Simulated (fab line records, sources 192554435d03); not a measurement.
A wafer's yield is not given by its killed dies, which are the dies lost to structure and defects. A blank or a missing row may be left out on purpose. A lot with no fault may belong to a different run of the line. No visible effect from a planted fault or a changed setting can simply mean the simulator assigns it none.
Which tool did it? ; flow n5_finfet ; 10 lots, 27 wafers sampled, at 5 steps of a route of 1938

## WHAT THE GAUGES SHOWED, per wafer
N5_BEOL_M4_RC_MEAS_101.
lot;measured;on;DIBL_N (mV/V)
L416;day 7 14:53;prober-01;34.6 39.5 40.4
L418;day 8 09:48;prober-02;35.8 37.0 36.4
L420;day 8 11:29;prober-01;38.7 37.9 39.3
L421;day 9 05:04;prober-02;36.1 37.4
L423;day 9 15:49;prober-02;39.7 41.1 41.0
L427;day 10 10:10;prober-01;32.9 37.9
L426;day 10 13:55;prober-01;36.7 37.1 39.9
L429;day 11 02:58;prober-02;33.8 36.5 32.0
L430;day 11 14:58;prober-01;37.3 36.9
L439;day 13 16:32;prober-01;37.5 37.0 37.4

## TOOL THAT RAN EACH LOT (tool first, then ch and the chambers of the sampled wafers, then the start)
lot;N5_BEOL_M2_ETCH_70;N5_BEOL_M2_PRE_CLEAN_45;N5_BEOL_M2_CVD_47;N5_BEOL_M2_ANNEAL_87
L416;rie_diel-05 ch 1,2, day 6 18:21;pvd_sputter-03, day 6 19:20;cvd_co-02 ch 0,1,2, day 6 19:50;pvd_sputter-03, day 6 20:50
L418;rie_diel-04 ch 0,1,3, day 7 06:53;pvd_sputter-03, day 7 08:01;cvd_co-01 ch 0,1,2, day 7 08:31;pvd_sputter-03, day 7 09:25
L420;rie_diel-04 ch 0,2,3, day 7 10:54;pvd_sputter-03, day 7 11:34;cvd_co-01 ch 1,2, day 7 13:45;pvd_sputter-03, day 7 14:41
L421;rie_diel-04 ch 0,3, day 8 02:16;pvd_sputter-02, day 8 03:13;cvd_co-01 ch 0,2, day 8 03:43;pvd_sputter-02, day 8 04:36
L423;rie_diel-05 ch 0,2,3, day 8 11:38;pvd_sputter-03, day 8 12:26;cvd_co-02 ch 0,1, day 8 12:48;pvd_sputter-01, day 8 13:42
L427;rie_diel-05 ch 0,3, day 9 09:03;pvd_sputter-02, day 9 09:43;cvd_co-02 ch 0,1, day 9 10:11;pvd_sputter-02, day 9 11:05
L426;rie_diel-04 ch 1,2, day 9 09:23;pvd_sputter-03, day 9 10:15;cvd_co-01 ch 0,1, day 9 10:37;pvd_sputter-03, day 9 11:35
L429;rie_diel-01 ch 0,1,3, day 10 00:10;pvd_sputter-02, day 10 01:11;cvd_co-02 ch 0,1,2, day 10 01:37;pvd_sputter-01, day 10 02:32
L430;rie_diel-05 ch 0,2, day 10 05:54;pvd_sputter-02, day 10 06:47;cvd_co-02 ch 0,2, day 10 07:12;pvd_sputter-02, day 10 08:11
L439;rie_diel-01 ch 0,1, day 12 11:25;pvd_sputter-03, day 12 12:12;cvd_co-01 ch 0,1, day 12 12:50;pvd_sputter-01, day 12 13:45
- N5_BEOL_M2_ETCH_70: etches SOC in N2/H2, target depth 80 nm, overetch 24 nm, time 130 s.
- N5_BEOL_M2_PRE_CLEAN_45: time 30 s.
- N5_BEOL_M2_CVD_47: deposits Co from CCTBA/H2, target thk 3 nm, time 223.8 s.
- N5_BEOL_M2_ANNEAL_87: time 240 s.

## THE ANSWER, worked out from the rows above alone
Rule: what is usual is taken from the lots themselves. Put in order of their means at a reading, lots are off if they are a third of the lots or fewer, leave a main group of 4 or more, and stand apart from it by a gap of 3 or more times the standard deviation of the main group's means; of several such gaps the widest counts. Not used: any main group whose means are identical at the precision the tables above print for the reading. A lot without any number at a reading at which 4 lots or more have one is off too. The other lots that the step has rows for count as sound.
No lot is off on any of the readings shown, so nothing can be concluded from this.

## WHAT THE SIMULATOR HAD INSERTED
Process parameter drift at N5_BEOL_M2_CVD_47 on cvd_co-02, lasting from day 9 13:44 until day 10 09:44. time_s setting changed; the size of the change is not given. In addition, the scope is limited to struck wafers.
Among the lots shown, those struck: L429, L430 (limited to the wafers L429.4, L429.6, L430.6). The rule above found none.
